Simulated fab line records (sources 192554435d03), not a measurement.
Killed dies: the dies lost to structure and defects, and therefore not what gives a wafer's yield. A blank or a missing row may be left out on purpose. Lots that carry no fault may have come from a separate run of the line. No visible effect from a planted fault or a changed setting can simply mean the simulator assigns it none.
Matching of chambers | flow n5Finfet | N5_BEOL_M0_SAQP_SPACER1_ETCHBACK_99 on rieDiel-03 has 4 sister chambers
The step etches SiO2 in CHF3/O2, target depth 15.4 nm, time 7.7 s. 8 wafers are shown with their chamber, then 9 later ones without.

## WAFERS WITH THEIR CHAMBER
wafer  | chamber | rfVppV (V) | drypumpMotorCurrentA (A)
L076.2 | 3       | 487        | 6.4
L078.4 | 2       | 536        | 6.5
L078.5 | 3       | 487        | 6.4
L083.5 | 2       | 535        | 6.5
L083.6 | 0       | 532        | 5.2
L084.2 | 0       | 535        | 5.3
L084.4 | 1       | 540        | 5.9
L084.6 | 1       | 541        | 5.8

## WAFERS WITHOUT THEIR CHAMBER
wafer  | rfVppV (V) | drypumpMotorCurrentA (A)
L092.1 | 535        | 6.6
L092.3 | 486        | 6.5
L092.4 | 532        | 5.2
L095.1 | 534        | 6.6
L095.2 | 541        | 5.9
L095.4 | 533        | 5.2
L097.2 | 533        | 5.3
L097.4 | 535        | 6.6
L097.5 | 534        | 5.2

## CHAMBER TAKEN BY EACH
wafer  | from the rows above | in truth
L092.1 | 2                   | 2
L092.3 | 3                   | 3
L092.4 | 0                   | 0
L095.1 | 2                   | 2
L095.2 | 1                   | 1
L095.4 | 0                   | 0
L097.2 | 0                   | 0
L097.4 | 2                   | 2
L097.5 | 0                   | 0
Correct placement for 9 of the 9. Left unplaced by these rows: 0. Wrongly placed: 0.
How it was worked out, from the rows above alone: a wafer's distance from a chamber is the root of the sum, over the readings, of the square of ((its reading less the chamber's mean) divided by the reading's scatter). If the next closest chamber is less than 2 further off than the closest, the wafer can't be placed; otherwise it belongs to the closest. Each chamber's mean is taken over the wafers shown for it. The scatter: take each reading less its chamber's mean, square it, sum over the shown wafers, divide by the number of wafers less the number of chambers, and take the root.
